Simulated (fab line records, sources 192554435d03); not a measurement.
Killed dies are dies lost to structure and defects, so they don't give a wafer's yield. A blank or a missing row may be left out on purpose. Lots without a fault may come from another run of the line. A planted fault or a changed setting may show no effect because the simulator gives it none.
Tool commonality check | flow n5_finfet | 9 lots, 27 wafers sampled

WHY IT WAS OPENED
At N5_BEOL_M4_INSPECT_59 the reading raw_defect_count is flagged on 2 of 9 lots. Wafers without a fault read 75, standard deviation 27.
Rule: a lot is flagged when every wafer of it that has a number lies more than 4 standard deviations from that mean, or none has a number. The other lots count as sound.

lot  | measured     | on                | raw_defect_count, wafer by wafer | flag
L880 | day 9 23:52  | defect_inspect-02 | 37 41 37                         |
L881 | day 11 01:38 | defect_inspect-02 | 91 90 73                         |
L887 | day 13 04:01 | defect_inspect-01 | 854 915 883                      | FLAGGED
L890 | day 13 09:53 | defect_inspect-01 | 43 38 59                         |
L892 | day 13 20:18 | defect_inspect-01 | 812 818 760                      | FLAGGED
L894 | day 14 01:38 | defect_inspect-01 | 54 44 56                         |
L896 | day 14 10:25 | defect_inspect-01 | 66 100 69                        |
L898 | day 14 21:41 | defect_inspect-01 | 120 95 97                        |
L899 | day 16 01:29 | defect_inspect-02 | 76 83 51                         |
The numbers of the flagged lots are 840 on average: +765 against the usual, or +28 standard deviations.

WHICH TOOL RAN EACH LOT
The record holds 4 process steps before the reading, out of a route of 1938 steps. In each cell: the tool, then ch and the chambers that the sampled wafers went through, then the start.
lot  | flag    | N5_BEOL_M4_SPUTTER_94        | N5_BEOL_M4_ANNEAL_51             | N5_BEOL_M4_CMP_52             | N5_BEOL_M4_PRE_CLEAN_60
L880 |         | pvd_sputter-03, day 9 22:21  | rtp_anneal-02 ch 0, day 9 22:59  | cmp-04 ch 0,2,3, day 9 23:22  | cvd_co-02 ch 0,1,2, day 9 23:37
L881 |         | pvd_sputter-01, day 11 00:15 | rtp_anneal-01 ch 0, day 11 00:40 | cmp-04 ch 0,1,2, day 11 00:58 | cvd_co-02 ch 0,1,2, day 11 01:23
L887 | FLAGGED | pvd_sputter-02, day 13 02:42 | rtp_anneal-02 ch 0, day 13 03:13 | cmp-01 ch 1,2,3, day 13 03:26 | cvd_co-02 ch 1,2, day 13 03:46
L890 |         | pvd_sputter-02, day 13 08:36 | rtp_anneal-01 ch 0, day 13 09:01 | cmp-03 ch 1,3, day 13 09:21   | cvd_co-01 ch 1,2, day 13 09:38
L892 | FLAGGED | pvd_sputter-03, day 13 19:00 | rtp_anneal-02 ch 0, day 13 19:33 | cmp-01 ch 1,2,3, day 13 19:50 | cvd_co-02 ch 0,1,2, day 13 20:04
L894 |         | pvd_sputter-01, day 14 00:20 | rtp_anneal-02 ch 0, day 14 00:51 | cmp-04 ch 0,1,2, day 14 01:05 | cvd_co-01 ch 0,1,2, day 14 01:23
L896 |         | pvd_sputter-01, day 14 09:06 | rtp_anneal-02 ch 0, day 14 09:31 | cmp-03 ch 1,2,3, day 14 09:49 | cvd_co-01 ch 0,2, day 14 10:08
L898 |         | pvd_sputter-01, day 14 20:23 | rtp_anneal-02 ch 0, day 14 20:49 | cmp-01 ch 0,1,2, day 14 21:08 | cvd_co-01 ch 1,2, day 14 21:26
L899 |         | pvd_sputter-03, day 16 00:08 | rtp_anneal-01 ch 0, day 16 00:35 | cmp-03 ch 0,1,3, day 16 00:53 | cvd_co-01 ch 0,2, day 16 01:13
What these steps do:
- N5_BEOL_M4_SPUTTER_94: material Cu, target thk 4.5 nm, time 8.29 s.
- N5_BEOL_M4_ANNEAL_51: time 90 s.
- N5_BEOL_M4_CMP_52: polishes, stops on SiOC, t overpolish 6.8 s, target thk 40 nm.
- N5_BEOL_M4_PRE_CLEAN_60: time 15 s.
- N5_BEOL_M4_INSPECT_59: inspects for defects (darkfield).

FLAGGED OVER TOTAL, TOOL BY TOOL (the gauges that took the reading come last)
step                    | tool              | lots run | flagged | share of the flagged lots | sound lots run after its first flagged lot
N5_BEOL_M4_SPUTTER_94   | pvd_sputter-01    | 4        | 0       | none                      | -
N5_BEOL_M4_SPUTTER_94   | pvd_sputter-02    | 2        | 1       | some                      | 1 (L890)
N5_BEOL_M4_SPUTTER_94   | pvd_sputter-03    | 3        | 1       | some                      | 1 (L899)
N5_BEOL_M4_ANNEAL_51    | rtp_anneal-01     | 3        | 0       | none                      | -
N5_BEOL_M4_ANNEAL_51    | rtp_anneal-02     | 6        | 2       | all                       | 3 (L894,L896,L898)
N5_BEOL_M4_CMP_52       | cmp-01            | 3        | 2       | all                       | 1 (L898)
N5_BEOL_M4_CMP_52       | cmp-03            | 3        | 0       | none                      | -
N5_BEOL_M4_CMP_52       | cmp-04            | 3        | 0       | none                      | -
N5_BEOL_M4_PRE_CLEAN_60 | cvd_co-01         | 5        | 0       | none                      | -
N5_BEOL_M4_PRE_CLEAN_60 | cvd_co-02         | 4        | 2       | all                       | 0
N5_BEOL_M4_INSPECT_59   | defect_inspect-01 | 6        | 2       | all                       | 4 (L890,L894,L896,L898)
N5_BEOL_M4_INSPECT_59   | defect_inspect-02 | 3        | 0       | none                      | -

WHAT THE TABLE ALLOWS
4 rows of the table ran every flagged lot: rtp_anneal-02 at N5_BEOL_M4_ANNEAL_51, cmp-01 at N5_BEOL_M4_CMP_52, cvd_co-02 at N5_BEOL_M4_PRE_CLEAN_60, defect_inspect-01 at N5_BEOL_M4_INSPECT_59.
- rtp_anneal-02 at N5_BEOL_M4_ANNEAL_51: 2 of its 6 lots flagged. Sound lots ran on it after the first flagged one (L894, L896, L898), which a lasting fault on the whole tool wouldn't allow.
- cmp-01 at N5_BEOL_M4_CMP_52: 2 of its 3 lots flagged. Sound lots ran on it after the first flagged one (L898), which a lasting fault on the whole tool wouldn't allow.
- cvd_co-02 at N5_BEOL_M4_PRE_CLEAN_60: 2 of its 4 lots flagged. Its last sound lot is L881 (day 11 01:23), its first flagged lot L887 (day 13 03:46): a fault that began between those two fits.
- defect_inspect-01 at N5_BEOL_M4_INSPECT_59: 2 of its 6 lots flagged. Sound lots ran on it after the first flagged one (L890, L894, L896, L898), which a lasting fault on the whole tool wouldn't allow.
One tool is left: cvd_co-02 at N5_BEOL_M4_PRE_CLEAN_60.

WHAT THE SIMULATOR HAD PUT IN
Chamber particle source: cvd_co-02, from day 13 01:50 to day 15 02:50, at N5_BEOL_M4_PRE_CLEAN_60. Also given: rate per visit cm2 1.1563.
Lots struck among those shown: L887, L892. The rule above found the same.
